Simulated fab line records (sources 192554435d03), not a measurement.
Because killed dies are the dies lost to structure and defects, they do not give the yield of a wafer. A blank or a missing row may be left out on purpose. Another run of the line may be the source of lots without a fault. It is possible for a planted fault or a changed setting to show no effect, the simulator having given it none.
Split-lot study | flow n5_finfet | route with 1938 steps; 7 lots, 21 wafers read

== ABOUT THE SPLIT ==
At N5_BEOL_M6_ETCH_61 (etches SiARC in CF4, target depth 45.5 nm, time 75.8 s), the setting bias_w was moved away from the recipe's 36 W on 10 of the 21 wafers read, by -13.2% to +16.9%. For the rest of the wafers, this setting stayed at what the recipe calls for.

The reading is taken at the split's own step.

== THE READING ==
rf_vpp_V, in V, at N5_BEOL_M6_ETCH_61 (etches SiARC in CF4, target depth 45.5 nm, time 75.8 s). On this fab line, fault-free wafers typically give 184.1 V with a standard deviation of 1 V.

wafer  | tool, chamber at the split | bias_w as run, W | against the recipe | rf_vpp_V, V | against lot-mates on the recipe
L074.2 | rie_diel-04, 2             | 36               | recipe             | 185.2       | -
L074.3 | rie_diel-04, 2             | 36               | recipe             | 183.4       | -
L074.4 | rie_diel-04, 1             | 36               | recipe             | 182.9       | -
L076.1 | rie_diel-04, 2             | 31.65            | -12.1%             | 167.7       | -15.6
L076.2 | rie_diel-04, 1             | 36               | recipe             | 183.3       | -
L076.5 | rie_diel-04, 1             | 31.65            | -12.1%             | 170.9       | -12.4
L084.3 | rie_diel-01, 1             | 31.26            | -13.2%             | 169.0       | -14.5
L084.5 | rie_diel-01, 1             | 31.26            | -13.2%             | 167.9       | -15.6
L084.6 | rie_diel-01, 0             | 36               | recipe             | 183.5       | -
L085.1 | rie_diel-02, 2             | 36               | recipe             | 185.3       | -
L085.5 | rie_diel-02, 1             | 36               | recipe             | 185.5       | -
L085.6 | rie_diel-02, 0             | 36               | recipe             | 183.0       | -
L092.1 | rie_diel-02, 1             | 41.77            | +16.0%             | 201.4       | no lot-mate on the recipe
L092.2 | rie_diel-02, 2             | 41.77            | +16.0%             | 204.1       | no lot-mate on the recipe
L092.3 | rie_diel-02, 3             | 41.77            | +16.0%             | 201.9       | no lot-mate on the recipe
L093.2 | rie_diel-02, 1             | 36               | recipe             | 184.2       | -
L093.3 | rie_diel-02, 0             | 42.09            | +16.9%             | 203.0       | +18.8
L093.4 | rie_diel-02, 3             | 42.09            | +16.9%             | 203.2       | +19.0
L091.1 | rie_diel-02, 1             | 36               | recipe             | 183.9       | -
L091.5 | rie_diel-02, 2             | 36               | recipe             | 184.1       | -
L091.6 | rie_diel-02, 3             | 39.66            | +10.2%             | 195.9       | +11.9

FIT RESULTS
A straight line over all 21 wafers: rf_vpp_V changes by +1.16 V for each +1% of bias_w; r = +1.00; the points scatter about the line by 1 V.
The same after taking each lot's own level away (the mean of its wafers on the recipe; 18 wafers): +1.14 V for each +1%; r = +1.00; scatter 0.9 V.
On that fit, the largest move of bias_w shifts the reading by 19 V.
From 183.30 to 184.60 V: that is the span of the lots' own levels, equal to 1.3 times the standard deviation above.
Hence the lot-to-lot level has little effect on the slope; both slopes agree.
Check: with one of the wafers moved furthest among these (+16.9%) left out of the fit, the line predicts +19.3 V for it against its lot-mates. It came out at +18.8 V against them.
Tool readings at the split's step, against how far the setting was moved: rf_vpp_V r = +1.00.

== ADDITIONAL SPLITS CARRIED BY THESE WAFERS ==
Other splits were also applied to these wafers ahead of the reading. Each is held against what the fit with the lots' levels taken away leaves over:
other split on the same wafers | wafers away from the commonest value | r with rf_vpp_V (lot level and that fit taken away)
N5_BEOL_M5_EXPOSE_08 dose_mj   | 9                                    | +0.13

== FILE'S OWN FIT ==
rf_vpp_V changes by +1.14 V for each +1% of bias_w, r = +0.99.
